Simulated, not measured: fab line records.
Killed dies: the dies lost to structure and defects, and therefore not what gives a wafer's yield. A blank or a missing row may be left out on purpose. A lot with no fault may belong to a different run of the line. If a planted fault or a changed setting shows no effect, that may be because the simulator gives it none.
3 desks looking at one fault    flow n5Finfet    numbers are kept per desk, each desk with only its own; the story behind them comes last

## THE DEFECT DESK
Counts from the inspections along the route, per lot, as means over the sampled wafers that have a number. The brackets show how far a lot's mean lies from the usual mean; more than 4 standard deviations puts the lot out of limits, marked OUT.
Columns: A = rawDefectCount at N5_BEOL_M0_SAQP_INSPECT_42, usual 295
lot   first seen here  A
L287  day 6 15:15      300
L288  day 6 23:16      265
L295  day 8 17:22      264
L300  day 9 19:18      206
L301  day 10 00:31     277
L303  day 10 14:23     285
Finding of this desk: none of the 6 lots has anything out of limits.

## AT THE TOOL OWNER'S DESK: rieDiel-01
The tool's own readings at N5_BEOL_M0_SAQP_CUT_ETCH_46 (etches SOC in N2/H2, target depth 135 nm, overetch 27 nm, time 202.5 s): means of the sampled wafers that have a number, for each lot that ran on this tool. The brackets show how far a lot's mean lies from the usual mean; more than 4 standard deviations puts the lot out of limits, marked OUT.
Columns: A = drypumpMotorCurrentA at N5_BEOL_M0_SAQP_CUT_ETCH_46, usual 5.53 A; B = rfFwdPowerW at N5_BEOL_M0_SAQP_CUT_ETCH_46, usual 837.7 W; C = rfVppV at N5_BEOL_M0_SAQP_CUT_ETCH_46, usual 523.4 V; D = showerheadPlenumPTorr at N5_BEOL_M0_SAQP_CUT_ETCH_46, usual 2.53 Torr; E = throttleValvePct at N5_BEOL_M0_SAQP_CUT_ETCH_46, usual 17.81 %
lot   first seen here  A     B      C      D     E
L287  day 6 15:23      5.64  836.2  523.1  2.52  17.72
L288  day 6 23:23      5.27  836.7  523.9  2.54  17.79
L295  day 8 17:29      5.38  838.0  523.2  2.51  17.77
Finding of this desk: none of the 3 lots has anything out of limits.

## AT THE METROLOGY DESK
What the gauges read, lot by lot, whatever tool the lot ran on: means of the sampled wafers that have a number. The brackets show how far a lot's mean lies from the usual mean; more than 4 standard deviations puts the lot out of limits, marked OUT. Shown here are 7 of its 12 readings, the ones lying furthest out on some lot.
Columns: A = cdNm at N5_BEOL_M0_SAQP_CD_MEAS_40, usual 30.02 nm; B = M0_CUT1_OVL at N5_BEOL_M0_SAQP_OVL_MEAS_41, usual 0.1 nm; C = DIBL_N at N5_BEOL_M4_RC_MEAS_101, usual 35.9 mV/V; D = DIBL_P at N5_BEOL_M4_RC_MEAS_101, usual 35.9 mV/V; E = IOFF_P at N5_BEOL_M4_RC_MEAS_101, usual 0.204 nA/um; F = SS_N at N5_BEOL_M4_RC_MEAS_101, usual 71.4 mV/dec; G = VT_N at N5_BEOL_M4_RC_MEAS_101, usual 250.3 mV
lot   first seen here  A      B     C     D     E      F     G
L287  day 6 15:10      29.83  -0.3  36.1  36.3  0.183  70.7  253.3
L288  day 6 23:10      29.75  0.4   35.4  35.3  0.194  71.0  250.6
L295  day 8 17:17      29.84  1.2   33.8  32.9  0.202  71.5  251.2
L300  day 9 19:13      30.09  0.2   36.6  36.8  0.177  71.0  249.5
L301  day 10 00:24     30.12  -1.1  35.3  37.1  0.217  71.8  249.8
L303  day 10 14:18     29.88  0.6   36.2  36.9  0.193  71.5  248.4
Finding of this desk: none of the 6 lots has anything out of limits.

## PUT TOGETHER
The defect desk saw nothing out of limits.
Nothing out of limits was seen by the tool owner's desk.
Metrology desk: nothing out of limits seen.

## WHAT THE SIMULATOR HAD PUT IN
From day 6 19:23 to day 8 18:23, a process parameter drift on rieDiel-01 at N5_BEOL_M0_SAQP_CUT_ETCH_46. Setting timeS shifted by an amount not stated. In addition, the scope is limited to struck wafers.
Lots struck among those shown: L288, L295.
